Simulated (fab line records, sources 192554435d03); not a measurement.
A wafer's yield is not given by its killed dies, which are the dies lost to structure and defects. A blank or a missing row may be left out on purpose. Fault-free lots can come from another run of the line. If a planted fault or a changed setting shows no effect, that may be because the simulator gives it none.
fab line records | flow n5Finfet
record: lots: 7 wafers: 21 lastDay: 17
route steps=1938 shown BEOL_M2@870 BEOL_M4@1111 PASSIVATION@1936
lots that met no fault: from a run of the same line without faults
startH: hours from the record's opening day to when the first of the lot's shown wafers began | waitH: time in hours since the lot's previous step | " identical to the entry in the row above | L1.1+2: a row that stands for several wafers | - either no value or no given start | * or withheld: withheld | < > ~ a bound
route shown NAME@n: a module of which the file shows steps, and the number in the route of the first | usual: mean/standard deviation of fault-free wafers | same: alike in all rows | chamber/n: place in a boat | sites: per-site readings | _std_site: standard deviation of those values | _edge_site: mean of outer sites minus mean of inner sites | radiusMm: for every site, how far away it sits from the centre of the wafer | mask NAME#n: copy n | behind: the last tool/chamber to shape the wafer | hold: cause of the lot's hold/its duration in hours/its outcome | device: transistor that didn't switch, given as n, p or np | end of line: the route-end tests of the same wafers | for a step that has no rows: nothing shown but its recipe | killed: dies lost to structure and defects at the first sort, not the wafer's yield | map: shows each die of a wafer: x if killed, . if not, _ if none is there
set.NAME: the setting as run; set.NAME@STEP: as run at that earlier step | model.NAME: the simulator's own value behind a step, which no gauge read
lots seen at some steps along the route; tables by step, rows by wafer
services: a tool's chamber out of use, with start hour (startH, from the record's first day; less than 0 if before it), hours out, and reason
== steps ==
step: N5_BEOL_M2_COAT_22
recipe: resist: CAR-EUV spinRpm: 1500 resistThkNm: 30
step: N5_BEOL_M2_EBR_24
recipe: solvent: PGMEA ebrWidthMm: 1.5
step: N5_BEOL_M2_SOFTBAKE_23
recipe: tempC: 110 timeS: 60 resist: CAR-EUV
step: N5_BEOL_M2_EXPOSE_25
recipe: maskId: V1 na: 0.33 sourceShape: quasar sigmaInner: 0.2 sigmaOuter: 0.8 polarization: unpolarized defocusNm: 5 doseMj: 63
step: N5_BEOL_M2_PEB_26
recipe: pebTempC: 100 pebTimeS: 60 resist: CAR-EUV
step: N5_BEOL_M2_DEVELOP_27
recipe: developTimeS: 30 developer: TMAH resist: CAR-EUV rinseLiquid: surfactantRinse dry: airSpin devTempC: 23
step: N5_BEOL_M2_CD_MEAS_28
recipe: targetCdNm: 26.2 landingEnergyEv: 500 detector: seInlens targetCdYNm: 24.1 polarity: opening
usual: cdNm: 26.28/0.25
columns lot.wafer tool chamber startH waitH cdNm
L281.1 cdSem-01 0 142.79 - 25.97
L281.3 " 0 " " 26.39
L281.4 " 0 " " 26.76
L286.1 cdSem-01 0 174.61 - 26.42
L286.3 " 0 " " 26.69
L286.5 " 0 " " 26.24
L288.2 cdSem-02 0 184.62 - 26.45
L288.3 " 0 " " 26.34
L288.6 " 0 " " 26.28
L289.2 cdSem-03 0 195.82 - 26.56
L289.3 " 0 " " 26.73
L289.5 " 0 " " 26.85
L290.2 cdSem-03 0 197.28 - 26.22
L290.5 " 0 " " 26.57
L290.6 " 0 " " 26.32
L301.1 cdSem-03 0 262.45 - 26.20
L301.2 " 0 " " 26.27
L301.6 " 0 " " 26.08
L302.1 cdSem-01 0 271.79 - 26.43
L302.2 " 0 " " 26.60
L302.4 " 0 " " 26.75
step: N5_BEOL_M2_OVL_MEAS_29
recipe: pointsPerWafer: 522
usual: V1_OVL: 0.2/0.75
columns lot.wafer tool chamber startH waitH V1_OVL[nm]
L281.1 overlay-01 0 142.82 0.0 0.6
L281.3 " 0 " " 0.6
L281.4 " 0 " " 0.4
L286.1 overlay-01 0 174.64 0.0 0.2
L286.3 " 0 " " -0.4
L286.5 " 0 " " 0.2
L288.2 overlay-02 0 184.65 0.0 0.1
L288.3 " 0 " " -0.5
L288.6 " 0 " " -0.6
L289.2 overlay-02 0 195.86 0.0 -0.2
L289.3 " 0 " " -0.2
L289.5 " 0 " " -0.9
L290.2 overlay-01 0 197.32 0.0 -0.8
L290.5 " 0 " " 0.0
L290.6 " 0 " " -1.6
L301.1 overlay-02 0 262.48 0.0 1.0
L301.2 " 0 " " 0.2
L301.6 " 0 " " 0.7
L302.1 overlay-02 0 271.82 0.0 0.3
L302.2 " 0 " " 1.3
L302.4 " 0 " " 0.4
step: N5_BEOL_M2_INSPECT_30
recipe: mode: adi inspectInstrument: brightfield
usual: rawDefectCount: 410/100
columns lot.wafer tool chamber startH waitH rawDefectCount
L281.1 defectInspect-02 - 142.88 0.1 296
L281.3 " - " " 275
L281.4 " - " " 343
L286.1 defectInspect-01 - 174.70 0.1 575
L286.3 " - " " 268
L286.5 " - " " 383
L288.2 defectInspect-01 - 184.71 0.0 475
L288.3 " - " " 373
L288.6 " - " " 456
L289.2 defectInspect-01 - 195.91 0.0 767
L289.3 " - " " 722
L289.5 " - " " 600
L290.2 defectInspect-01 - 197.37 0.0 368
L290.5 " - " " 348
L290.6 " - " " 379
L301.1 defectInspect-01 - 262.54 0.1 400
L301.2 " - " " 371
L301.6 " - " " 348
L302.1 defectInspect-01 - 271.88 0.1 225
L302.2 " - " " 396
L302.4 " - " " 309
step: N5_BEOL_M2_DESCUM_33
recipe: chemistry: O2 timeS: 7 sourcePowerW: 50 biasPowerW: 20 pressureMtorr: 20 rfFrequencyHz: 2.712e+07 tempC: 40 resist: CAR-EUV o2FlowSccm: 225
usual: drypumpMotorCurrentA: 5.9/0.36 oesProductAu: 0.80/0.095 rfVppV: 243.4/1.4 showerheadPlenumPTorr: 2.10/0.08 throttleValvePct: 20.31/0.16
columns lot.wafer tool chamber startH waitH drypumpMotorCurrentA oesProductAu rfHoursCounterH rfVppV showerheadPlenumPTorr throttleValvePct
L281.1 rieDiel-03 3 143.35 0.5 6.1 0.87 48 243.9 2.12 20.27
L281.3 " 2 " " 4.8 0.68 262 242.1 2.05 20.65
L281.4 " 2 " " 4.8 0.68 - 243.1 2.05 20.64
L286.1 rieDiel-04 0 175.39 0.7 5.5 0.91 23 245.0 2.23 20.12
L286.3 " 3 " " 5.5 0.82 58 241.5 2.02 20.11
L286.5 " 2 " " 6.3 0.70 - 242.3 2.08 20.65
L288.2 rieDiel-04 0 184.74 0.0 5.5 0.91 25 245.8 2.23 20.12
L288.3 " 3 " " 5.5 0.82 61 243.4 2.02 20.12
L288.6 " 1 " " 5.7 0.75 - 244.6 2.18 20.36
L289.2 rieDiel-02 3 195.95 0.0 6.3 0.71 206 244.5 2.15 20.09
L289.3 " 2 " " 5.9 0.73 177 240.8 1.99 20.40
L289.5 " 3 " " 6.3 0.71 - 244.5 2.15 20.10
L290.2 rieDiel-02 3 197.40 0.0 6.3 0.71 207 242.1 2.15 20.09
L290.5 " 2 " " 5.9 0.73 - 241.5 1.99 20.41
L290.6 " 1 " " 5.6 0.67 - 240.7 1.98 20.51
L301.1 rieDiel-02 3 262.57 0.0 6.3 0.69 233 243.6 2.14 20.12
L301.2 " 2 " " 5.9 0.72 199 241.8 1.99 20.44
L301.6 " 1 " " 5.6 0.94 - 245.4 2.23 20.18
L302.1 rieDiel-02 2 271.91 0.0 5.9 0.72 202 241.8 1.98 20.45
L302.2 " 3 " " 6.3 0.70 237 244.0 2.14 20.14
L302.4 " 0 " " 5.9 0.85 89 243.1 2.11 20.30
step: N5_BEOL_M2_ETCH_77
recipe: chemistry: N2/H2 target: underlayer targetDepthA: 65 maskMaterial: CAR-EUV timeS: 5.2 ionEnergyEv: 200 pressureMtorr: 30 sourceW: 840 biasW: 150 n2FlowSccm: 200 h2FlowSccm: 200 ends: cleared
usual: biasW: 150.0/0.45 drypumpMotorCurrentA: 5.9/0.35 etchRfOnTimeS: 5.18/0.11 oesProductAu: 0.68/0.083 rfVppV: 524.2/3 showerheadPlenumPTorr: 2.56/0.091 throttleValvePct: 17.77/0.19
columns lot.wafer tool chamber startH waitH biasW drypumpMotorCurrentA etchRfOnTimeS oesProductAu rfHoursCounterH rfVppV showerheadPlenumPTorr throttleValvePct
L281.1 rieDiel-03 3 143.39 0.0 149.8 6.1 5.25 0.73 48 524.7 2.58 17.73
L281.3 " 2 " " 149.6 4.8 5.07 0.59 262 522.8 2.49 18.01
L281.4 " 2 " " 150.1 4.8 5.16 0.60 - 524.3 2.49 18.01
L286.1 rieDiel-04 0 175.43 0.0 149.6 5.5 5.04 0.79 23 526.8 2.69 17.39
L286.3 " 3 " " 149.2 5.5 5.14 0.72 58 523.3 2.47 17.71
L286.5 " 2 " " 149.2 6.3 5.16 0.60 - 522.7 2.51 18.00
L288.2 rieDiel-04 0 184.77 0.0 149.5 5.5 5.10 0.78 25 528.2 2.69 17.37
L288.3 " 3 " " 150.0 5.5 5.16 0.71 61 519.5 2.47 17.68
L288.6 " 1 " " 150.2 5.7 5.26 0.62 - 526.5 2.64 17.83
L289.2 rieDiel-02 3 195.98 0.0 149.6 6.3 5.38 0.59 206 528.9 2.63 17.68
L289.3 " 2 " " 150.6 5.9 5.21 0.62 177 520.4 2.45 18.07
L289.5 " 3 " " 150.2 6.3 5.35 0.59 - 526.1 2.63 17.69
L290.2 rieDiel-02 3 197.44 0.0 149.7 6.3 5.29 0.60 207 526.3 2.63 17.69
L290.5 " 2 " " 150.1 5.9 5.15 0.64 - 519.7 2.45 18.04
L290.6 " 1 " " 149.8 5.6 5.05 0.60 - 520.8 2.39 17.81
L301.1 rieDiel-02 3 262.61 0.0 150.4 6.3 5.38 0.58 233 526.4 2.62 17.74
L301.2 " 2 " " 150.2 5.9 5.17 0.62 199 520.7 2.44 18.09
L301.6 " 1 " " 150.1 5.6 5.05 0.81 - 527.5 2.71 17.42
L302.1 rieDiel-02 2 271.95 0.0 150.6 5.9 5.27 0.61 202 520.3 2.43 18.09
L302.2 " 3 " " 149.3 6.3 5.41 0.57 237 525.1 2.62 17.74
L302.4 " 0 " " 149.9 5.9 5.11 0.72 89 522.3 2.56 17.72
step: N5_BEOL_M2_ETCH_69
recipe: chemistry: CF4 target: SiARC targetDepthA: 156 maskMaterial: CAR-EUV timeS: 26 ionEnergyEv: 80 pressureMtorr: 40 sourceW: 545 biasW: 36 Ar_flow_sccm: 100 cf4FlowSccm: 100 ends: cleared
usual: biasW: 36.00/0.11 drypumpMotorCurrentA: 5.9/0.36 etchRfOnTimeS: 26.0/0.54 oesProductAu: 0.68/0.082 rfVppV: 184.3/1.2 showerheadPlenumPTorr: 2.15/0.077 throttleValvePct: 15.52/0.16
columns lot.wafer tool chamber startH waitH biasW drypumpMotorCurrentA etchRfOnTimeS oesProductAu rfHoursCounterH rfVppV showerheadPlenumPTorr throttleValvePct
L281.1 rieDiel-03 3 143.40 0.0 35.89 6.1 26.4 0.73 48 183.8 2.17 15.52
L281.3 " 2 " " 36.02 4.8 26.0 0.58 262 182.9 2.10 15.90
L281.4 " 2 " " 36.10 4.8 26.1 0.59 - 183.6 2.10 15.90
L286.1 rieDiel-04 0 175.44 0.0 36.19 5.6 25.6 0.79 23 184.8 2.29 15.30
L286.3 " 3 " " 36.05 5.5 25.6 0.73 58 183.6 2.08 15.39
L286.5 " 2 " " 36.02 6.3 26.0 0.60 - 183.9 2.11 15.82
L288.2 rieDiel-04 0 184.79 0.0 35.92 5.5 25.6 0.78 25 185.0 2.28 15.30
L288.3 " 3 " " 36.10 5.6 25.8 0.71 61 184.3 2.08 15.41
L288.6 " 1 " " 36.15 5.7 26.4 0.63 - 184.8 2.22 15.55
L289.2 rieDiel-02 3 196.00 0.0 36.15 6.3 27.0 0.60 206 186.2 2.20 15.43
L289.3 " 2 " " 36.17 5.9 25.8 0.63 177 184.7 2.05 15.67
L289.5 " 3 " " 36.08 6.3 26.8 0.60 - 185.7 2.20 15.42
L290.2 rieDiel-02 3 197.46 0.0 36.10 6.3 27.2 0.60 207 184.8 2.20 15.45
L290.5 " 2 " " 36.02 5.9 26.0 0.63 - 182.0 2.05 15.66
L290.6 " 1 " " 35.89 5.6 25.6 0.58 - 183.6 2.02 15.77
L301.1 rieDiel-02 3 262.62 0.0 36.04 6.3 26.8 0.57 233 186.0 2.20 15.50
L301.2 " 2 " " 35.86 5.9 25.7 0.61 199 183.5 2.04 15.72
L301.6 " 1 " " 36.02 5.6 25.3 0.82 - 185.5 2.27 15.30
L302.1 rieDiel-02 2 271.97 0.0 35.87 5.9 26.0 0.61 202 182.4 2.04 15.72
L302.2 " 3 " " 36.15 6.3 26.7 0.58 237 184.1 2.19 15.49
L302.4 " 0 " " 35.98 5.9 25.6 0.72 89 184.4 2.16 15.49
step: N5_BEOL_M2_ALD_98
recipe: material: SiO2 targetThkA: 25 tempC: 100 aldPrecursorFamily: BDEAS aldCoReactant: O2-plasma pulseTimeS: 1 coReactantPulseTimeS: 1 purgeTimeS: 2 coReactantPurgeTimeS: 2 aldCycles: 17 pressureTorr: 2
usual: aldCycles: 17/0 chamberPressureTorr: 2.000/0.0041 heaterPowerW: 76/6.6 precursorPulseHeightRel: 1.001/0.021
columns lot.wafer tool chamber startH waitH aldCycles chamberPressureTorr heaterPowerW precursorPulseHeightRel
L281.1 aldSin-03 0 143.49 0.1 17 2.001 69 1.020
L281.3 " 1 " " 17 1.998 64 0.974
L281.4 " 1 " " 17 1.998 65 1.025
L286.1 aldSin-01 0 175.53 0.1 17 1.991 74 0.980
L286.3 " 2 " " 17 1.998 75 1.005
L286.5 " 2 " " 17 1.998 78 1.025
L288.2 aldSin-01 1 185.03 0.2 - - - -
L288.3 " 0 " " - - - -
L288.6 " 3 " " - - - -
L289.2 aldSin-01 3 196.36 0.3 - - - -
L289.3 " 1 " " - - - -
L289.5 " 3 " " - - - -
L290.2 aldSin-03 0 197.54 0.1 - - - -
L290.5 " 1 " " - - - -
L290.6 " 2 " " - - - -
L301.1 aldSin-04 3 263.17 0.5 17 2.000 75 1.034
L301.2 " 0 " " 17 2.001 77 0.949
L301.6 " 1 " " 17 1.998 74 0.998
L302.1 aldSin-01 0 272.08 0.1 17 2.005 74 0.958
L302.2 " 1 " " 17 2.003 69 0.991
L302.4 " 2 " " 17 2.006 78 0.979
step: N5_BEOL_M2_ETCHBACK_99
recipe: chemistry: CHF3 target: SiO2 targetDepthA: 50 timeS: 10.4 sourceW: 215 biasW: 47 Ar_flow_sccm: 200 CHF3_flow_sccm: 12 ionEnergyEv: 100 pressureMtorr: 30
usual: biasW: 47.01/0.14 drypumpMotorCurrentA: 5.8/0.38 oes_ar_750_au: 0.81/0.089 oesProductAu: 0.81/0.092 rfVppV: 242/6.4 showerheadPlenumPTorr: 2.18/0.08 throttleValvePct: 16.99/0.17
columns lot.wafer tool chamber startH waitH biasW drypumpMotorCurrentA oes_ar_750_au oesProductAu rfHoursCounterH rfVppV showerheadPlenumPTorr throttleValvePct
L281.1 rieDiel-03 1 143.61 0.1 47.03 6.2 0.95 0.95 3 243 2.23 17.04
L281.3 " 2 " " 46.89 4.8 0.70 0.68 262 242 2.12 17.40
L281.4 " 1 " " 46.72 6.2 0.96 0.95 - 246 2.23 17.04
L286.1 rieDiel-04 2 176.40 0.8 47.01 6.3 0.70 0.70 238 240 2.14 17.33
L286.3 " 1 " " 47.04 5.7 0.75 0.74 175 244 2.24 17.02
L286.5 " 0 " " 46.97 5.5 0.91 0.92 - 245 2.31 16.83
L288.2 rieDiel-02 2 188.65 3.6 46.97 5.9 0.75 0.74 174 233 2.06 17.16
L288.3 " 3 " " 47.09 6.3 0.69 0.71 203 247 2.23 16.89
L288.6 " 0 " " 46.99 5.9 0.88 0.88 - 248 2.18 16.88
L289.2 rieDiel-04 3 196.54 0.1 47.15 5.6 0.85 0.83 66 232 2.09 16.86
L289.3 " 0 " " 46.84 5.5 0.89 0.90 29 246 2.31 16.84
L289.5 " 1 " " 46.99 5.7 0.74 0.75 - 242 2.24 17.04
L290.2 rieDiel-02 3 197.66 0.1 47.13 6.2 0.69 0.70 207 249 2.23 16.91
L290.5 " 3 " " 47.10 6.3 0.69 0.70 - 248 2.23 16.90
L290.6 " 0 " " 46.96 5.9 0.87 0.89 - 248 2.18 16.91
L301.1 rieDiel-04 3 269.36 6.1 47.19 5.5 0.81 0.79 96 230 2.08 16.90
L301.2 " 0 " " 47.03 5.5 0.84 0.85 65 245 2.30 16.90
L301.6 " 0 " " 46.94 5.5 0.84 0.85 - 245 2.30 16.91
L302.1 rieDiel-02 0 278.35 6.2 46.93 5.9 0.83 0.84 90 249 2.17 16.95
L302.2 " 2 " " 47.16 5.9 0.73 0.71 204 232 2.05 17.23
L302.4 " 3 " " 46.61 6.3 0.67 0.68 239 247 2.22 16.96
step: N5_BEOL_M4_RC_MEAS_101
usual: DIBL_N: 36.0/1.7 DIBL_P: 35.8/2 IOFF_N: 0.15/0.03 IOFF_P: 0.20/0.037 ION_N: 670/12 ION_P: 460/7.2 SS_N: 71.5/0.68 SS_P: 73.2/0.65 VT_N: 250/3.1 VT_P: -251/3.4
columns lot.wafer tool chamber startH waitH DIBL_N[mV/V] DIBL_P[mV/V] IOFF_N[nA/um] IOFF_P[nA/um] ION_N[uA/um] ION_P[uA/um] SS_N[mV/dec] SS_P[mV/dec] VT_N[mV] VT_P[mV]
L281.1 prober-01 0 175.47 0.0 36.5 34.6 0.14 0.19 664 451 72.2 73.3 252 -254
L281.3 " 0 " " 33.3 31.9 0.10 0.16 652 456 70.6 72.2 256 -255
L281.4 " 0 " " 35.3 34.9 0.14 0.20 683 471 71.2 72.7 250 -250
L286.1 prober-01 0 200.59 0.0 39.2 40.2 0.21 0.26 693 468 72.6 73.9 246 -247
L286.3 " 0 " " 37.4 37.1 0.16 0.20 647 448 71.6 73.2 251 -252
L286.5 " 0 " " 38.4 38.5 0.18 0.24 663 452 72.5 73.3 247 -246
L288.2 prober-01 0 219.90 0.2 40.2 40.8 0.23 0.28 688 470 73.2 74.2 246 -245
L288.3 " 0 " " 35.4 33.6 0.12 0.17 667 458 71.3 73.4 255 -254
L288.6 " 0 " " 37.1 38.4 0.17 0.24 680 463 72.0 73.3 253 -248
L289.2 prober-02 0 231.30 0.2 34.7 34.6 0.16 0.22 689 475 70.4 72.6 247 -247
L289.3 " 0 " " 37.0 35.5 0.19 0.24 674 454 72.1 73.6 248 -247
L289.5 " 0 " " 38.2 37.0 0.23 0.26 679 461 72.8 74.0 246 -245
L290.2 prober-01 0 237.66 0.2 34.9 33.6 0.13 0.19 654 455 71.2 72.4 252 -248
L290.5 " 0 " " 34.3 33.0 0.12 0.18 659 460 70.6 73.1 252 -251
L290.6 " 0 " " 36.8 36.2 0.15 0.21 660 450 71.4 73.0 250 -250
L301.1 prober-01 0 297.97 0.0 35.7 36.3 0.14 0.18 681 469 70.6 73.5 251 -254
L301.2 " 0 " " 31.8 31.9 0.10 0.13 645 445 70.0 72.4 259 -258
L301.6 " 0 " " 35.0 35.2 0.14 0.17 655 452 71.1 73.4 252 -255
L302.1 prober-02 0 305.10 0.0 36.5 36.3 0.16 0.22 680 466 71.0 73.4 249 -250
L302.2 " 0 " " 39.0 38.8 0.23 0.27 699 471 71.5 74.2 242 -246
L302.4 " 0 " " 38.6 38.2 0.20 0.26 688 468 71.6 74.0 245 -246
step: N5_PASSIVATION_PROBE_49
usual: defectLimitedYield: 91.4/1.5 killed_at_M0_to_M3: 32/9.8 killed_at_M4_up: 15/5.6 killedAtContacts: 12/5.4 killedAtFrontEnd: 40/13 killedAtOther: 3.0/2.1 killedDies: 102/17 killedOpen: 67/13 killedShort: 32/7.1 sort_bin_5_function: 5.1/0.96 sort_bin_6_memory: 3.2/0.7 sortNPass: 1078/18 sortYieldPct: 91.3/1.5
same: grossDies: 1180 killedAtBackSide: 0 sort_bin_4_leakage[%]: 0 sort_bin_8_speed[%]: 0
columns lot.wafer tool chamber startH waitH defectLimitedYield[%] killed_at_M0_to_M3 killed_at_M4_up killedAtContacts killedAtFrontEnd killedAtOther killedDies killedOpen killedShort sort_bin_5_function[%] sort_bin_6_memory[%] sortNPass sortYieldPct[%]
L281.1 prober-02 - 289.45 0.0 90.7 36 26 8 39 1 110 70 38 5.6 3.4 1070 90.7
L281.3 prober-02 - 289.55 0.1 89.7 42 15 9 54 2 122 90 28 5.9 3.9 1058 89.7
L281.4 prober-02 - 289.60 0.2 89.3 50 10 18 47 1 126 78 45 6.4 3.6 1054 89.3
L286.1 prober-02 - 310.33 0.0 89.3 63 12 11 40 0 126 86 40 5.8 4.5 1054 89.3
L286.3 prober-02 - 310.43 0.1 90.4 38 10 21 41 3 113 70 43 5.8 3.5 1067 90.4
L286.5 prober-02 - 310.53 0.2 89.9 34 22 17 44 2 119 82 37 6.4 3.2 1061 89.9
L290.2 prober-01 - 347.49 0.1 88.7 35 30 22 40 6 133 86 43 6.9 4.2 1047 88.7
L290.5 prober-01 - 347.64 0.2 92.1 43 15 14 20 1 93 69 23 4.1 3.6 1087 92.1
killed by level:class
L281.1 BEOL_M0_SAQP:geometricParticle:short=12 BEOL_M4:geometricParticle:open=8 BEOL_M5:geometricParticle:open=8 FIN_SAQP:geometricParticle:open=7 BEOL_M0_SAQP:geometricParticle:open=7 FIN_SAQP:geometricParticle:short=6 DUMMY_GATE:geometricParticle:open=6 STI_FIN_REVEAL:geometricParticle:open=5
L281.3 STI_FIN_REVEAL:geometricParticle:open=20 BEOL_M0_SAQP:geometricParticle:open=18 FIN_SAQP:geometricParticle:open=9 DUMMY_GATE:geometricParticle:open=9 FIN_SAQP:geometricParticle:short=7 BEOL_M3:geometricParticle:open=7 BEOL_M0_SAQP:geometricParticle:short=6 BEOL_M2:geometricParticle:open=6
L281.4 BEOL_M0_SAQP:geometricParticle:open=17 FIN_SAQP:geometricParticle:short=13 MOL_CONTACT_COAG:geometricParticle:open=13 BEOL_M2:geometricParticle:open=10 STI_FIN_REVEAL:geometricParticle:open=7 BEOL_M0_SAQP:geometricParticle:short=7 FIN_SAQP:geometricParticle:open=6 BEOL_M4:geometricParticle:open=5
L286.1 STI_FIN_REVEAL:geometricParticle:open=23 BEOL_M3:geometricParticle:open=17 BEOL_M0_SAQP:geometricParticle:open=12 BEOL_M0_SAQP:geometricParticle:short=12 MOL_CONTACT_COAG:geometricParticle:open=8 FIN_SAQP:geometricParticle:short=7 BEOL_M4:geometricParticle:open=6 BEOL_M1:geometricParticle:open=6
L286.3 MOL_CONTACT_COAG:geometricParticle:open=14 STI_FIN_REVEAL:geometricParticle:open=12 FIN_SAQP:geometricParticle:short=8 BEOL_M1:geometricParticle:open=8 BEOL_M3:geometricParticle:open=7 MOL_CONTACT_COAG:geometricParticle:short=7 BEOL_M0_SAQP:geometricParticle:short=6 STARTING-WAFER:geometricParticle:short=5
L286.5 MOL_CONTACT_COAG:geometricParticle:open=14 FIN_SAQP:geometricParticle:open=12 BEOL_M1:geometricParticle:open=12 BEOL_M4:geometricParticle:short=12 STI_FIN_REVEAL:geometricParticle:open=10 FIN_SAQP:geometricParticle:short=9 BEOL_M3:geometricParticle:open=9 BEOL_M4:geometricParticle:open=5
L290.2 MOL_CONTACT_COAG:geometricParticle:open=17 FIN_SAQP:geometricParticle:short=13 BEOL_M4:geometricParticle:open=10 BEOL_M3:geometricParticle:open=9 BEOL_M0_SAQP:geometricParticle:short=8 BEOL_M1:geometricParticle:open=7 STI_FIN_REVEAL:geometricParticle:open=6 DUMMY_GATE:geometricParticle:open=6
L290.5 BEOL_M3:geometricParticle:open=14 MOL_CONTACT_COAG:geometricParticle:open=13 BEOL_M0_SAQP:geometricParticle:open=7 FIN_SAQP:geometricParticle:short=6 BEOL_M2:geometricParticle:open=5 BEOL_M0_SAQP:geometricParticle:short=4 BEOL_M1:geometricParticle:open=4 BEOL_M4:geometricParticle:open=4
== services ==
columns tool chamber startH hours kind
aldSin-03 - 120.46 0.7 repair
rieDiel-04 - 122.84 15.6 pm
rieDiel-03 0 138.96 - clean
rieDiel-03 0 138.96 - consumableReplace:focusRing
rieDiel-03 0 138.96 29.5 scheduledDown
rieDiel-03 0 138.96 29.5 ventCycle
rieDiel-03 2 168.82 - clean
aldSin-04 - 176.97 14.0 pm
aldSin-01 2 178.59 52.7 repair
rieDiel-03 - 212.07 0.1 repair
rieDiel-04 2 216.41 - clean
rieDiel-04 2 216.41 - consumableReplace:focusRing
rieDiel-04 2 216.41 23.9 scheduledDown
rieDiel-04 2 216.41 23.9 ventCycle
aldSin-04 3 218.88 6.2 repair
rieDiel-02 1 219.16 - clean
rieDiel-02 1 219.16 - consumableReplace:focusRing
rieDiel-02 1 219.16 - consumableReplace:showerhead
rieDiel-02 1 219.16 21.4 scheduledDown
rieDiel-02 1 219.16 21.4 ventCycle
rieDiel-03 - 223.88 15.6 pm
aldSin-03 3 226.02 3.8 repair
rieDiel-04 3 238.86 7.2 repair
aldSin-03 - 273.70 2.8 pm
== key ==
firstSign: step: N5_BEOL_M2_ALD_98 reading: toolRecord direction: missing
effect none on later readings
metAt N5_BEOL_M2_ALD_98
struckWafers L288.2,L288.3,L288.6,L289.2,L289.3,L289.5,L290.2,L290.5,L290.6
onsetBetween 175.53 185.03
fault: kind: skippedStepWhole tool: aldSin-01,aldSin-03 chamber: - onsetH: 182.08 steps: N5_BEOL_M2_ALD_98 scope: struckLotsOnly
